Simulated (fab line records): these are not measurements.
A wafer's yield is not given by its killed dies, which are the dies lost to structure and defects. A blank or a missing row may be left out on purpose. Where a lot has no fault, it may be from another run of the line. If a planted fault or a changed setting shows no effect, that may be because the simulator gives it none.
Problem report, 8D (eight disciplines) form, completed by code / flow nand_harc / the parts of the form that need people (team, actions taken, sign-off) are left out

1. PROBLEM STATEMENT
Wafers without a fault read 188.45 W, standard deviation 0.12; heater_power_total_W at NHARC_P_CONTACT_SOFTBAKE_07 reads a mean of 323.17 W on 6 wafers belonging to 2 lots. That is +99 or more standard deviations from the usual mean.
The step: time 55 s.
First observed at day 8 05:00: wafer L794.2, on litho_track-06. Wafers with a number at this step in the record: 39, from 13 lots. Rule for "out" (also "out of limits"): further than 4 standard deviations from the usual mean. Any other wafer with a number is counted as sound.

2. WHAT IT IS AND WHAT IT IS NOT
question=which readings at this step | is=heater_power_total_W | is not=-
question=which lots | is=L794, L795 | is not=L784, L785, L786, L788, L796, L797, L800, L802, L805, L806, L807
question=which wafers of those lots | is=all that have a number | is not=-
question=read on which tools | is=litho_track-06 | is not=litho_track-01, litho_track-04
question=when | is=from day 8 05:00 | is not=up to then (12 sound wafers); but 21 sound wafers of L796, L797, L800, L802, L805, L806, L807 came after

3. WHAT RULES OUT EACH SUSPECT
Counting: any tool at a process step up to the reading is kept as a suspect provided that every lot that is out went through it and no sound lot did after the first of them.
- plasma_asher-01 at NHARC_P_GATE_STRIP_76 (strips in O2): ruled out as a lasting fault. After its first lot that is out, L794 (day 8 00:20), sound lots L797, L802, L805, L807 ran on it.
- litho_track-06 at NHARC_P_CONTACT_SOFTBAKE_07 (time 55 s): ruled out as a lasting fault. After its first lot that is out, L794 (day 8 05:00), sound lots L807 ran on it.
Left after counting: nothing in the record.

4. THE CAUSE (what the simulator had put in)
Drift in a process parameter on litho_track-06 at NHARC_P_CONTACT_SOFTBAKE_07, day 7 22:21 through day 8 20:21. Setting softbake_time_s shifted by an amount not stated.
Counting ruled it out, wrongly.

5. SEQUENCE OF EFFECTS, ordered by route
Each row: a reading whose mean over the struck wafers that have a number lies more than 3 standard deviations from the usual. Only readings whose record carries a usual standard deviation are examined. hours: median over the lots of the time between each lot's start at the first step of this table that gives one and its start at this step. sigmas: the change, counted in usual standard deviations.
hours=0; step=NHARC_P_CONTACT_SOFTBAKE_07; reading=heater_power_total_W; usual=188.45 W; on struck wafers=323.17; change=+134.72; sigmas=+99 or more
Process steps it contains:
- NHARC_P_CONTACT_SOFTBAKE_07: time 55 s.

6. HOW IT WOULD HAVE BEEN CAUGHT EARLIER
First out-of-limits reading in this record: day 8 05:00, which is 7 hours after fault onset at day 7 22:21.
